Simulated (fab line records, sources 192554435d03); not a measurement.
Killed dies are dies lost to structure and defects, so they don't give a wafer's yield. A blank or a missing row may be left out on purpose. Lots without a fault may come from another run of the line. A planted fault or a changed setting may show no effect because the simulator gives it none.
Split-lot experiment | flow n5_finfet | 7 lots, 21 wafers read, on a route of 1938 steps

THE SPLIT
At N5_BEOL_M7_DESCUM_33 (chemistry O2, time 7 s), the setting time_s was moved away from the recipe's 7 s on 5 of the 21 wafers read, by -12.7% to +19.0%. The other wafers ran this setting at the recipe's value.

The file shows no step between the split and the reading.

THE READING
CAR-EUV_of_BEOL_M7_COAT_22.thk_nm (the simulator's own value, which no gauge read), in nm, at N5_BEOL_M7_ETCH_72 (etches underlayer in N2/H2, target depth 6.5 nm, time 5.2 s). The file gives no usual value for it. The 16 wafers here that ran the recipe average 20.3 nm, standard deviation 0.099 nm.

wafer  | tool, chamber at the split | time_s as run, s | against the recipe | CAR-EUV_of_BEOL_M7_COAT_22.thk_nm, nm | against lot-mates on the recipe
L074.3 | rie_diel-05, 1             | 7                | recipe             | 20.4                                  | -
L074.5 | rie_diel-05, 0             | 8.017            | +14.5%             | 19.6                                  | -0.8
L074.6 | rie_diel-05, 3             | 8.017            | +14.5%             | 19.8                                  | -0.6
L075.3 | rie_diel-01, 2,0,0         | 7                | recipe             | 20.4                                  | -
L075.4 | rie_diel-01, 2,0,0         | 7                | recipe             | 20.2                                  | -
L075.5 | rie_diel-01, 2,0,0         | 7                | recipe             | 20.2                                  | -
L077.2 | rie_diel-01, 1             | 7                | recipe             | 20.2                                  | -
L077.3 | rie_diel-01, 3             | 6.111            | -12.7%             | 20.8                                  | +0.5
L077.5 | rie_diel-01, 1             | 7                | recipe             | 20.4                                  | -
L078.1 | rie_diel-05, 2,3,1         | 7                | recipe             | 20.2                                  | -
L078.2 | rie_diel-05, 2,3,1         | 7                | recipe             | 20.4                                  | -
L078.4 | rie_diel-05, 2,3,1         | 7                | recipe             | 20.4                                  | -
L088.1 | rie_diel-06, 1,0           | 7                | recipe             | 20.2                                  | -
L088.3 | rie_diel-06, 1,0           | 7                | recipe             | 20.2                                  | -
L088.2 | rie_diel-06, 3             | 6.478            | -7.5%              | 20.4                                  | +0.2
L090.2 | rie_diel-06, 1             | 8.332            | +19.0%             | 19.6                                  | -0.8
L090.3 | rie_diel-06, 3,0           | 7                | recipe             | 20.4                                  | -
L090.4 | rie_diel-06, 3,0           | 7                | recipe             | 20.4                                  | -
L094.3 | rie_diel-05, 2             | 7                | recipe             | 20.4                                  | -
L094.6 | rie_diel-05, 1             | 7                | recipe             | 20.4                                  | -
L094.5 | rie_diel-05, 0             | 7                | recipe             | 20.2                                  | -
Where a row lists several chambers, the file gives one row for several wafers and doesn't say which wafer went through which chamber.

THE FIT
A straight line over all 21 wafers: CAR-EUV_of_BEOL_M7_COAT_22.thk_nm changes by -0.0377 nm for each +1% of time_s; r = -0.93; the points scatter about the line by 0.11 nm.
The same after taking each lot's own level away (the mean of its wafers on the recipe; 21 wafers): -0.043 nm for each +1%; r = -0.96; scatter 0.087 nm.
On that fit, the largest move of time_s shifts the reading by 0.82 nm.
The lots' own levels span 20.20 to 20.40 nm, that is 2.0 times the standard deviation above.
So the lot-to-lot level changes the slope: the two fits differ.
Check: with one of the wafers moved furthest among these (+19.0%) left out of the fit, the line predicts -0.851 nm for it against its lot-mates. It came out at -0.8 nm against them.

OTHER SPLITS ON THESE WAFERS
These wafers also went through other splits before the reading. Each is held against what the fit with the lots' levels taken away leaves over:
other split on the same wafers   | wafers away from the commonest value | r with CAR-EUV_of_BEOL_M7_COAT_22.thk_nm (lot level and that fit taken away)
N5_BEOL_M4_ETCH_70 source_w      | 4                                    | +0.26
N5_BEOL_M4_TRENCH_ETCH_37 time_s | 5                                    | +0.19
N5_BEOL_M6_EXPOSE_08 dose_mj     | 6                                    | +0.38
N5_BEOL_M6_TRENCH_ETCH_37 bias_w | 6                                    | -0.25

THE WHOLE CHAIN: every reading that the file lists as answering this split, in the file's order
step                 | what it does                                                | reading                                                                            | change (the file's fit)                | r (the file's)
N5_BEOL_M7_DESCUM_33 | chemistry O2, time 7 s                                      | CAR-EUV_of_BEOL_M7_COAT_22.thk_nm (the simulator's own value, which no gauge read) | -0.0437 nm for each +1% of the setting | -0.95
N5_BEOL_M7_ETCH_72   | etches underlayer in N2/H2, target depth 6.5 nm, time 5.2 s | CAR-EUV_of_BEOL_M7_COAT_22.thk_nm (the simulator's own value, which no gauge read) | -0.0421 nm for each +1% of the setting | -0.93

THE FILE'S OWN FIT
CAR-EUV_of_BEOL_M7_COAT_22.thk_nm changes by -0.0421 nm for each +1% of time_s, r = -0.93.
